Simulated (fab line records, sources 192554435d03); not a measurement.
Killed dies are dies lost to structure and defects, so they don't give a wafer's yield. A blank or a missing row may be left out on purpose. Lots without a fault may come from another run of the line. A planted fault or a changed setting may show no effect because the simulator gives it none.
fab line records | flow n5_finfet
record lots=5 wafers=14 last_day=17
route steps=1938 shown GATE_CUT@465 PASSIVATION@1936
lots that met no fault: from a run of the same line without faults
start_h: hours from the record's first day to the start of the lot's first wafer shown | wait_h: hours since the lot's step before | " the same as in the row above | L1.1+2: a row that stands for several wafers | - no value, or no start given | * or withheld: withheld | < > ~ a bound
route shown NAME@n: a module of which the file shows steps, and the number in the route of the first | usual: mean/standard deviation of fault-free wafers | same: alike in all rows | chamber/n: place in a boat | sites: the reading at each site | _std_site: their standard deviation | _edge_site: outer sites' mean less inner sites' | radius_mm: how far each site lies from the wafer's centre | mask NAME#n: copy n | behind: the tool/chamber that last shaped the wafer | hold: why the lot was held/for how many hours/how that ended | device: the transistor (n, p or np) that didn't switch | end of line: the same wafers' tests at the end of the route | a step without rows: its recipe alone | killed: dies lost to structure and defects at the first sort, not the wafer's yield | map: a wafer's dies, x killed, . not, _ none there
set.NAME: the setting as run; set.NAME@STEP: as run at that earlier step | model.NAME: the simulator's own value behind a step, which no gauge read
lots at some steps of the route; a table a step, a row a wafer
services: from which hour (start_h, from the record's first day; less than 0 if before it) a tool's chamber was out of use, for how many hours, and why
## steps
# step N5_GATE_CUT_ETCHBACK_00
# recipe chemistry=SF6/Cl2 target=W pressure_mtorr=8 icp_w=900 bias_w=80 SF6_flow_sccm=40 Cl2_flow_sccm=60
# step N5_GATE_CUT_ETCH_56
# recipe chemistry=Cl2/Ar target=TiN target_depth_a=216 pressure_mtorr=10 icp_w=600 bias_w=60 Cl2_flow_sccm=40 Ar_flow_sccm=60
# step N5_GATE_CUT_ETCHBACK_30
# recipe chemistry=Cl2/Ar target=TiN target_depth_a=30 mode=isotropic pressure_mtorr=10 icp_w=600 bias_w=60 Cl2_flow_sccm=40 Ar_flow_sccm=60
# step N5_GATE_CUT_VAPOR_ETCH_60
# recipe chemistry=BCl3/Cl2 target=HfO2 mode=isotropic
# usual drypump_motor_current_A=5.7/0.42 oes_product_au=0.81/0.14
# columns lot.wafer tool chamber start_h wait_h drypump_motor_current_A oes_product_au
L714.1 rie_metal-01 1 92.75 0.0 5.8 0.91
L714.4 " 0 " " 5.6 0.59
L714.5 " 0 " " 5.6 0.59
L715.2 rie_metal-03 1 103.22 0.0 6.0 1.00
L715.4 " 0 " " 6.0 0.72
L715.5 " 1 " " 6.0 1.00
L721.1 rie_metal-01 1 135.19 0.0 5.9 0.89
L721.3 " 0 " " 5.6 0.57
L722.2 rie_metal-03 1 144.72 0.0 6.0 0.97
L722.4 " 0 " " 6.0 0.71
L722.5 " 0 " " 6.0 0.71
L735.1 rie_metal-02 0 218.25 0.0 5.6 0.89
L735.3 " 1 " " 4.7 0.64
L735.4 " 0 " " 5.6 0.89
# step N5_GATE_CUT_ETCH_58
# recipe chemistry=CH3F/O2 target=SiNx target_depth_a=170 time_s=128.6 ion_energy_ev=50 pressure_mtorr=30 source_w=415 bias_w=21 Ar_flow_sccm=150 CH3F_flow_sccm=30 O2_flow_sccm=20
# step N5_GATE_CUT_STRIP_59
# recipe chemistry=N2/H2 time_s=20 power_w=100 temp_c=40 pressure_mtorr=100 rf_frequency_hz=6e+07 bias_power_w=3 n2_flow_sccm=300 h2_flow_sccm=300
# step N5_GATE_CUT_PRECLEAN_31
# recipe temp_c=23 chemistry=DIW time_s=300
# step N5_GATE_CUT_SRD_32
# recipe time_s=30 temp_c=23 rinse_liquid=diw dry=ipa_marangoni
# step N5_GATE_CUT_SAC_CAP_01
# recipe material=SiNx target_thk_a=240 temp_c=400 ald_precursor_family=SiH2I2 ald_co_reactant=N2/H2-plasma pulse_time_s=1 ald_cycles=480 purge_time_s=2 co_reactant_purge_time_s=2 pressure_torr=2
# step N5_GATE_CUT_PECVD_57
# recipe material=SiNx target_thk_a=210 temp_c=400 precursor=SiH4/NH3/N2 pressure_torr=1.5 rf_w=300
# step N5_GATE_CUT_CMP_02
# recipe stop_on=SiO2 t_overpolish_s=12.7 post_cmp_clean=alkaline_brush down_force_psi=2.5 platen_rpm=51.8 pad_velocity_m_s=1.0307 target_thk_nm=0
# step N5_GATE_CUT_HM_DEP_46
# recipe material=SiO2 target_thk_a=1300 temp_c=400 precursor=TEOS/O2 pressure_torr=6.5 rf_w=900 teos_flow_sccm=161.4 gas=O2 flow_sccm=2650 time_s=26.6
# usual heater_power_outer_w=321/55 heater_power_w=576/86 showerhead_plenum_p_Torr=8.36/0.04 throttle_valve_pct=18.9/0.96
# columns lot.wafer tool chamber start_h wait_h heater_power_outer_w heater_power_w showerhead_plenum_p_Torr throttle_valve_pct model.SiO2_of_GATE_CUT_HM_DEP_46.thk_nm
L714.1 pecvd-04 1 95.74 0.0 265 508 8.39 19.6 129.6
L714.4 " 1 " " 267 507 8.40 19.6 132
L714.5 " 2 " " 328 657 8.39 17.4 128.6
L715.2 pecvd-01 0 106.28 0.0 302 609 8.42 20.5 127.4
L715.4 " 0 " " 311 631 8.44 20.5 129
L715.5 " 1 " " 330 547 8.42 18.6 129.4
L721.1 pecvd-01 2 138.16 0.0 335 542 8.38 19.3 141.6
L721.3 " 0 " " 263 552 8.45 20.6 130.8
L722.2 pecvd-04 0 147.69 0.0 410 701 8.35 18.4 128.8
L722.4 " 1 " " 270 527 8.39 19.5 128.6
L722.5 " 0 " " 413 700 8.35 18.6 131.8
L735.1 pecvd-02 1 221.35 0.0 411 701 8.32 19.9 131.6
L735.3 " 2 " " 232 408 8.29 17.4 131
L735.4 " 1 " " 420 712 8.31 19.8 131.4
# step N5_GATE_CUT_COAT_34
# recipe resist=SOC temp_c=250 time_s=60 spin_rpm=1500 resist_thk_nm=60
# step N5_GATE_CUT_COAT_35
# recipe resist=SiARC temp_c=220 time_s=60 spin_rpm=1500 resist_thk_nm=10
# step N5_GATE_CUT_COAT_27
# recipe resist=underlayer temp_c=205 time_s=60 spin_rpm=1500 resist_thk_nm=10
# step N5_GATE_CUT_COAT_07
# recipe resist=CAR-EUV spin_rpm=1500 resist_thk_nm=30
# step N5_GATE_CUT_EBR_09
# recipe solvent=PGMEA ebr_width_mm=1.5
# step N5_GATE_CUT_SOFTBAKE_08
# recipe temp_c=110 time_s=60 resist=CAR-EUV
# step N5_GATE_CUT_EXPOSE_10
# recipe mask_id=GATE_CUT na=0.33 source_shape=annular sigma_inner=0.35 sigma_outer=0.8 polarization=unpolarized target_cd_nm=20 dose_mj=43.25
# step N5_GATE_CUT_PEB_11
# recipe peb_temp_c=100 peb_time_s=60 resist=CAR-EUV
# step N5_GATE_CUT_DEVELOP_12
# recipe develop_time_s=30 developer=TMAH resist=CAR-EUV rinse_liquid=surfactant_rinse dry=air_spin dev_temp_c=23
# step N5_GATE_CUT_CD_MEAS_13
# recipe target_cd_nm=20 landing_energy_ev=500 detector=se_inlens
# usual cd_nm=20.13/0.29
# columns lot.wafer tool chamber start_h wait_h cd_nm
L714.1 cd_sem-01 0 96.08 - 20.36
L714.4 " 0 " " 20.74
L714.5 " 0 " " 20.37
L715.2 cd_sem-02 0 106.77 - 19.39
L715.4 " 0 " " 20.22
L715.5 " 0 " " 20.04
L721.1 cd_sem-01 0 138.49 - 20.30
L721.3 " 0 " " 20.68
L722.2 cd_sem-03 0 148.16 - 20.20
L722.4 " 0 " " 20.14
L722.5 " 0 " " 20.13
L735.1 cd_sem-02 0 221.81 - 20.18
L735.3 " 0 " " 20.00
L735.4 " 0 " " 20.34
# step N5_GATE_CUT_OVL_MEAS_14
# recipe points_per_wafer=522
# usual GATE_CUT_OVL=-0.4/0.59
# columns lot.wafer tool chamber start_h wait_h GATE_CUT_OVL[nm]
L714.1 overlay-02 0 96.11 0.0 -0.3
L714.4 " 0 " " 0.3
L714.5 " 0 " " -0.8
L715.2 overlay-01 0 106.80 0.0 0.4
L715.4 " 0 " " -0.3
L715.5 " 0 " " 0.5
L721.1 overlay-02 0 138.52 0.0 -0.7
L721.3 " 0 " " -0.3
L722.2 overlay-01 0 148.19 0.0 -0.9
L722.4 " 0 " " -1.4
L722.5 " 0 " " -1.1
L735.1 overlay-02 0 221.84 0.0 -1.0
L735.3 " 0 " " -0.1
L735.4 " 0 " " -0.5
# step N5_GATE_CUT_INSPECT_15
# recipe mode=adi inspect_instrument=brightfield
# usual raw_defect_count=147/40
# columns lot.wafer tool chamber start_h wait_h raw_defect_count
L714.1 defect_inspect-02 - 96.16 0.1 316
L714.4 " - " " 178
L714.5 " - " " 95
L715.2 defect_inspect-01 - 106.86 0.0 150
L715.4 " - " " 139
L715.5 " - " " 159
L721.1 defect_inspect-01 - 138.58 0.1 153
L721.3 " - " " 140
L722.2 defect_inspect-02 - 148.24 0.0 143
L722.4 " - " " 123
L722.5 " - " " 178
L735.1 defect_inspect-02 - 221.90 0.1 170
L735.3 " - " " 154
L735.4 " - " " 126
# step N5_GATE_CUT_DESCUM_18
# recipe chemistry=O2 time_s=7 source_power_w=50 bias_power_w=20 pressure_mtorr=20 rf_frequency_hz=2.712e+07 temp_c=40 resist=CAR-EUV o2_flow_sccm=225
# step N5_GATE_CUT_ETCH_28
# recipe chemistry=N2/H2 target=underlayer target_depth_a=130 mask_material=CAR-EUV time_s=10.4 ion_energy_ev=200 pressure_mtorr=30 source_w=840 bias_w=150 n2_flow_sccm=200 h2_flow_sccm=200 ends=cleared
# step N5_GATE_CUT_ETCH_36
# recipe chemistry=CF4 target=SiARC target_depth_a=130 mask_material=CAR-EUV time_s=21.7 ion_energy_ev=80 pressure_mtorr=40 source_w=545 bias_w=36 Ar_flow_sccm=100 cf4_flow_sccm=100 ends=cleared
# step N5_GATE_CUT_ETCH_37
# recipe chemistry=N2/H2 target=SOC target_depth_a=600 overetch_a=120 mask_material=SiARC temp_c=40 time_s=90 ion_energy_ev=200 pressure_mtorr=30 source_w=840 bias_w=150 n2_flow_sccm=200 h2_flow_sccm=200
# step N5_GATE_CUT_STRIP_38
# recipe chemistry=N2/H2 temp_c=40 n2_flow_sccm=200 h2_flow_sccm=200 rf_frequency_hz=6e+07
# step N5_GATE_CUT_STRIP_39
# recipe chemistry=N2/H2 temp_c=40 n2_flow_sccm=200 h2_flow_sccm=200 rf_frequency_hz=6e+07
# step N5_GATE_CUT_HM_OPEN_40
# recipe chemistry=C4F6/O2 target=SiO2 mask_material=SiARC target_depth_a=1390 time_s=85.1 ion_energy_ev=250 pressure_mtorr=30 source_w=345 bias_w=185 Ar_flow_sccm=300 C4F6_flow_sccm=10 O2_flow_sccm=10 ends=cleared
# usual chamber_pressure_mTorr=30.003/0.027 drypump_motor_current_A=5.6/0.37 etch_rf_on_time_s=94.0/2.8 oes_product_au=0.72/0.081 rf_vpp_V=666/15 showerhead_plenum_p_Torr=2.91/0.053 throttle_valve_pct=20.83/0.21
# columns lot.wafer tool chamber start_h wait_h chamber_pressure_mTorr drypump_motor_current_A etch_rf_on_time_s oes_product_au rf_hours_counter_h rf_vpp_V showerhead_plenum_p_Torr throttle_valve_pct model.etch.depth_nm model.SOC_of_GATE_CUT_COAT_34.thk_nm
L714.1 rie_diel-05 2 96.38 0.0 30.031 5.7 95.7 0.60 249 690 2.89 20.92 129.5 33.2
L714.4 " 1 " " 29.995 5.6 94.9 0.84 14 655 2.94 20.89 132 33
L714.5 " 2 " " 30.044 5.7 95.7 0.60 - 690 2.89 20.91 128.5 33.4
L715.2 rie_diel-01 0 107.05 0.0 30.004 5.6 93.5 0.63 214 651 2.82 21.00 127.5 33.4
L715.4 " 1 " " 30.022 5.7 95.1 0.78 34 675 2.99 20.77 129.1 32
L715.5 " 0 " " 30.016 5.6 95.4 0.63 - 651 2.82 21.01 129.4 33
L721.1 rie_diel-01 0 138.78 0.0 30.014 5.6 103.8 0.62 226 653 2.81 21.01 141.6 31
L721.3 " 1 " " 29.996 5.7 96.1 0.77 46 675 2.99 20.79 130.8 32
L722.2 rie_diel-05 2 148.44 0.0 29.990 5.7 91.9 0.86 12 689 2.89 20.55 128.9 33.2
L722.4 " 3 " " 30.008 5.8 93.3 0.63 249 661 2.96 20.90 128.5 33.6
L722.5 " 1 " " 30.016 5.6 95.9 0.79 - 656 2.93 20.89 131.8 32.8
L735.1 rie_diel-01 1 222.36 0.0 30.030 5.7 96.1 0.75 69 677 2.98 20.80 131.6 31.6
L735.3 " 0 " " 29.952 5.6 95.4 0.62 248 651 2.80 21.06 131 33
L735.4 " 2 " " 30.012 5.8 92.6 0.79 49 666 2.80 21.17 131.4 31.6
# step N5_GATE_CUT_STRIP_41
# recipe chemistry=CF4 resist=SiARC power_w=300 bias_power_w=75 pressure_mtorr=50 cf4_flow_sccm=150 rf_frequency_hz=6e+07
# step N5_GATE_CUT_STRIP_42
# recipe chemistry=O2 power_w=400 temp_c=40 pressure_mtorr=30 rf_frequency_hz=6e+07 bias_power_w=0 overash_fraction=0.3 o2_flow_sccm=225
# usual chamber_pressure_mTorr=30.00/0.042 drypump_motor_current_A=5.6/0.36 oes_product_au=0.81/0.093 rf_vpp_V=3.7/0.53 showerhead_plenum_p_Torr=2.14/0.04 throttle_valve_pct=16.53/0.24
# columns lot.wafer tool chamber start_h wait_h chamber_pressure_mTorr drypump_motor_current_A oes_product_au rf_hours_counter_h rf_vpp_V showerhead_plenum_p_Torr throttle_valve_pct
L714.1 rie_diel-05 2 96.46 0.0 30.01 5.7 0.67 250 3.9 2.14 16.75
L714.4 " 1 " " 29.98 5.6 0.94 14 3.7 2.15 16.42
L714.5 " 2 " " 30.03 5.6 0.67 - 4.0 2.14 16.76
L715.2 rie_diel-01 0 107.14 0.0 30.02 5.6 0.70 214 4.1 2.07 16.75
L715.4 " 1 " " 30.04 5.7 0.90 34 4.0 2.24 16.61
L715.5 " 0 " " 29.99 5.6 0.69 - 3.8 2.07 16.75
L721.1 rie_diel-01 0 138.86 0.0 30.02 5.6 0.69 226 4.1 2.06 16.77
L721.3 " 1 " " 29.96 5.7 0.88 46 3.2 2.23 16.63
L722.2 rie_diel-05 2 148.52 0.0 29.98 5.6 0.95 12 4.7 2.13 16.27
L722.4 " 3 " " 30.00 5.8 0.71 249 4.0 2.14 16.44
L722.5 " 1 " " 29.99 5.6 0.90 - 2.9 2.14 16.45
L735.1 rie_diel-01 1 222.44 0.0 29.96 5.7 0.85 69 3.2 2.22 16.68
L735.3 " 0 " " 30.00 5.7 0.68 248 4.3 2.06 16.82
L735.4 " 2 " " 29.98 5.8 0.88 49 4.4 2.08 16.95
# step N5_GATE_CUT_ETCH_19
# recipe chemistry=CH3F/O2 target=SiNx mask_material=SiO2 target_depth_a=537 time_s=76.7 pressure_mtorr=30 source_w=395 bias_w=73 Ar_flow_sccm=150 CH3F_flow_sccm=30 O2_flow_sccm=20 ion_energy_ev=120 ends=cleared
# step N5_GATE_CUT_CUT_ETCH_53
# recipe chemistry=SF6/Cl2 target=W mask_material=SiO2 target_depth_a=792 pressure_mtorr=8 icp_w=900 bias_w=80 SF6_flow_sccm=40 Cl2_flow_sccm=60 ends=cleared
# usual chamber_pressure_mTorr=8.000/0.0074 drypump_motor_current_A=5.5/0.48 etch_rf_on_time_s=26.0/0.62 oes_product_au=0.72/0.13 throttle_valve_pct=29.14/0.3
# columns lot.wafer tool chamber start_h wait_h chamber_pressure_mTorr drypump_motor_current_A etch_rf_on_time_s oes_product_au rf_hours_counter_h throttle_valve_pct
L714.1 rie_metal-01 0 96.61 0.1 8.014 5.6 25.9 0.53 135 28.95
L714.4 " 0 " " 8.005 5.6 25.9 0.53 - 28.98
L714.5 " 0 " " 7.991 5.6 25.9 0.53 - 28.97
L715.2 rie_metal-01 0 107.28 0.1 8.008 5.6 25.8 0.53 136 28.98
L715.4 " 1 " " 7.994 5.9 25.6 0.83 - 29.01
L715.5 " 1 " " 7.997 5.9 25.4 0.83 - 28.99
L721.1 rie_metal-01 0 139.01 0.1 7.987 5.6 25.7 0.53 138 28.97
L721.3 " 0 " " 8.002 5.6 25.5 0.53 - 28.98
L722.2 rie_metal-02 1 148.67 0.1 8.003 4.7 25.7 0.60 97 29.51
L722.4 " 0 " " 7.995 5.6 25.9 0.85 - 29.20
L722.5 " 0 " " 8.005 5.6 25.8 0.84 - 29.17
L735.1 rie_metal-01 0 222.59 0.1 7.994 5.6 25.0 0.86 6 28.83
L735.3 " 1 " " 8.002 5.8 25.5 0.79 - 29.02
L735.4 " 0 " " 8.004 5.6 24.9 0.86 - 28.85
# step N5_GATE_CUT_CUT_ETCH_54
# recipe chemistry=Cl2/BCl3 target=TiN mask_material=SiO2 target_depth_a=967 pressure_mtorr=10 icp_w=1000 bias_w=126 Cl2_flow_sccm=53.25 bcl3_flow_sccm=21.75 Ar_flow_sccm=25 ends=cleared
# usual chamber_pressure_mTorr=9.999/0.0083 drypump_motor_current_A=5.5/0.48 etch_rf_on_time_s=36.4/0.88 oes_product_au=0.71/0.13 throttle_valve_pct=22.49/0.21
# columns lot.wafer tool chamber start_h wait_h chamber_pressure_mTorr drypump_motor_current_A etch_rf_on_time_s oes_product_au rf_hours_counter_h throttle_valve_pct
L714.1 rie_metal-01 0 96.67 0.0 10.006 5.6 36.5 0.53 135 22.63
L714.4 " 0 " " 10.004 5.6 36.1 0.53 - 22.63
L714.5 " 0 " " 10.003 5.6 36.5 0.53 - 22.64
L715.2 rie_metal-01 0 107.34 0.0 10.008 5.6 36.2 0.53 136 22.66
L715.4 " 1 " " 9.993 5.9 35.8 0.83 - 22.34
L715.5 " 1 " " 9.998 5.9 35.9 0.83 - 22.33
L721.1 rie_metal-01 0 139.07 0.0 9.995 5.6 36.1 0.53 138 22.66
L721.3 " 0 " " 9.990 5.6 36.2 0.53 - 22.63
L722.2 rie_metal-02 1 148.73 0.0 9.998 4.7 35.8 0.59 97 22.77
L722.4 " 0 " " 9.997 5.6 35.9 0.84 - 22.35
L722.5 " 0 " " 9.979 5.6 35.9 0.84 - 22.34
L735.1 rie_metal-01 0 222.65 0.0 10.009 5.6 35.4 0.85 6 22.39
L735.3 " 1 " " 9.987 5.9 36.2 0.78 - 22.35
L735.4 " 0 " " 9.999 5.6 35.6 0.84 - 22.39
# step N5_GATE_CUT_CUT_ETCH_55
# recipe chemistry=BCl3 target=HfO2 mask_material=SiO2 target_depth_a=32 ion_energy_ev=30 pressure_mtorr=5 icp_w=450 bias_w=18 bcl3_flow_sccm=80
# step N5_GATE_CUT_ETCH_47
# recipe chemistry=Cl2/BCl3 target=SiO2 target_depth_a=100 pressure_mtorr=10 icp_w=1000 bias_w=126 Cl2_flow_sccm=53.25 bcl3_flow_sccm=21.75 Ar_flow_sccm=25
# step N5_GATE_CUT_VAPOR_ETCH_48
# recipe chemistry=BCl3/Cl2 target=TiN mode=isotropic
# usual drypump_motor_current_A=5.5/0.48 oes_product_au=0.79/0.14
# columns lot.wafer tool chamber start_h wait_h drypump_motor_current_A oes_product_au
L714.1 rie_metal-01 0 96.79 0.0 5.6 0.59
L714.4 " 0 " " 5.6 0.59
L714.5 " 0 " " 5.6 0.58
L715.2 rie_metal-01 0 107.46 0.0 5.6 0.59
L715.4 " 1 " " 5.8 0.91
L715.5 " 1 " " 5.9 0.91
L721.1 rie_metal-01 0 139.19 0.0 5.6 0.58
L721.3 " 0 " " 5.6 0.58
L722.2 rie_metal-02 1 148.85 0.0 4.7 0.66
L722.4 " 0 " " 5.6 0.92
L722.5 " 0 " " 5.6 0.92
L735.1 rie_metal-01 0 222.77 0.0 5.6 0.94
L735.3 " 1 " " 5.9 0.86
L735.4 " 0 " " 5.6 0.94
# step N5_GATE_CUT_VAPOR_ETCH_49
# recipe chemistry=BCl3/Cl2 target=TiAlC mode=isotropic
# step N5_GATE_CUT_VAPOR_ETCH_51
# recipe chemistry=BCl3/Cl2 target=HfO2 mode=isotropic
# step N5_GATE_CUT_THK_MEAS_24
# recipe reads=SiO2_of_GATE_CUT_HM_DEP_46+SiO2_flowable_of_ILD0_FCVD_FILL_01
# usual GC_FILL_THK=219.7/2.2
# columns lot.wafer tool chamber start_h wait_h GC_FILL_THK[nm]
L714.1 film_metro-01 - 99.05 - 217.9
L714.4 " - " " 221.7
L714.5 " - " " 217.9
L715.2 film_metro-02 - 109.62 - 216.1
L715.4 " - " " 217.5
L715.5 " - " " 217.2
L721.1 film_metro-02 - 141.25 - 231.7
L721.3 " - " " 221.6
L722.2 film_metro-02 - 150.90 - 218.4
L722.4 " - " " 218.5
L722.5 " - " " 222.4
L735.1 film_metro-01 - 224.83 - 219.4
L735.3 " - " " 219.7
L735.4 " - " " 221.5
# step N5_GATE_CUT_CMP_43
# recipe material=SiO2 post_cmp_clean=rinse_only
# usual motor_current_A=12.5/1.1
# columns lot.wafer tool chamber start_h wait_h motor_current_A model.SiO2_of_GATE_CUT_HM_DEP_46.thk_nm
L714.1 cmp-03 1 99.08 0.0 11.1 5
L714.4 " 3 " " 13.9 5.2
L714.5 " 1 " " 11.0 5
L715.4 cmp-01 0 109.73 0.1 12.6 5
L715.2 " 1 " " 13.1 4.8
L715.5 " 0 " " 12.7 5
L721.3 cmp-01 0 141.44 0.2 12.3 5
L721.1 " 1 " " 14.4 5.6
L722.2 cmp-02 1 150.93 0.0 12.4 5
L722.4 " 2 " " 11.2 5
L722.5 " 2 " " 11.4 5
L735.4 cmp-01 2 224.86 0.0 13.7 5
L735.1 " 3 " " 12.5 5
L735.3 " 0 " " 12.9 5
# step N5_PASSIVATION_PROBE_49
# usual killed_at_M0_to_M3=34/8.9 killed_at_M4_up=13/4.6 killed_at_contacts=12/5.5 killed_at_front_end=41/11 killed_at_other=3.1/2.9 killed_dies=102/16 killed_open=66/11 killed_short=34/7.6
# same gross_dies=1180 killed_at_back_side=0
# columns lot.wafer tool chamber start_h wait_h killed_at_M0_to_M3 killed_at_M4_up killed_at_contacts killed_at_front_end killed_at_other killed_dies killed_open killed_short
L721.3 prober-02 - 332.79 0.1 34 10 14 49 3 110 72 37
# killed by level:class
L721.3 FIN_SAQP:geometric_particle:open=17 MOL_CONTACT_COAG:geometric_particle:open=10 FIN_SAQP:geometric_particle:short=9 STI_FIN_REVEAL:geometric_particle:open=9 BEOL_M1:geometric_particle:open=9 BEOL_M3:geometric_particle:open=8 BEOL_M0_SAQP:geometric_particle:open=6 BEOL_M4:geometric_particle:open=5
## services
# columns tool chamber start_h hours kind
cmp-03 - 68.99 4.0 pm
rie_metal-03 0 78.39 6.7 repair
rie_diel-01 2 78.79 3.0 repair
pecvd-04 - 85.71 0.6 repair
cmp-02 - 94.82 0.7 repair
rie_diel-01 - 100.88 0.9 repair
cmp-01 - 102.80 2.5 repair
cmp-03 - 109.17 2.9 repair
cmp-03 - 118.77 1.5 repair
cmp-01 - 123.45 1.3 repair
cmp-02 - 123.53 3.4 repair
cmp-03 - 142.80 0.4 repair
pecvd-02 - 144.46 0.7 repair
pecvd-04 - 148.13 1.1 repair
rie_metal-03 - 149.00 0.4 repair
cmp-03 - 153.91 0.3 repair
rie_diel-05 3 154.00 3.5 repair
pecvd-04 - 175.90 0.9 repair
pecvd-01 - 186.49 2.8 pm
cmp-01 - 186.87 1.3 repair
rie_diel-05 - 200.69 1.2 repair
rie_diel-01 - 205.20 14.6 pm
cmp-01 - 210.70 7.7 pm
cmp-01 - 220.48 4.0 pm
## key
first_sign step=N5_GATE_CUT_HM_OPEN_40 reading=etch_rf_on_time_s direction=up sigmas=3.4 usual=* struck=*
effect step=N5_GATE_CUT_THK_MEAS_24 reading=GC_FILL_THK direction=up sigmas=5.5 usual=219.7 struck=231.7
model_effect step=N5_GATE_CUT_HM_DEP_46 value=SiO2_of_GATE_CUT_HM_DEP_46.thk_nm without=131.2 struck=141.6
model_effect step=N5_GATE_CUT_HM_OPEN_40 value=etch.depth_nm without=131.2 struck=141.6
model_effect step=N5_GATE_CUT_CMP_43 value=SiO2_of_GATE_CUT_HM_DEP_46.thk_nm without=5 struck=5.6
met_at N5_GATE_CUT_HM_DEP_46
struck_wafers L721.1
tester_left_out L721
onset_between 106.28 138.16
fault kind=process_parameter_drift tool=pecvd-01 chamber=- onset_h=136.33 steps=N5_GATE_CUT_HM_DEP_46 channel=time_s offset=* shape=step end_h=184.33 scope=struck_wafers_only acts_in=* stated=*
# tester_left_out: of these lots the tester's yield and bins aren't shown, on N5 and GAA mostly nor the transistor test; their killed dies are dies lost to structure and defects alone, not to doping, threshold or leakage, so they don't give the yield
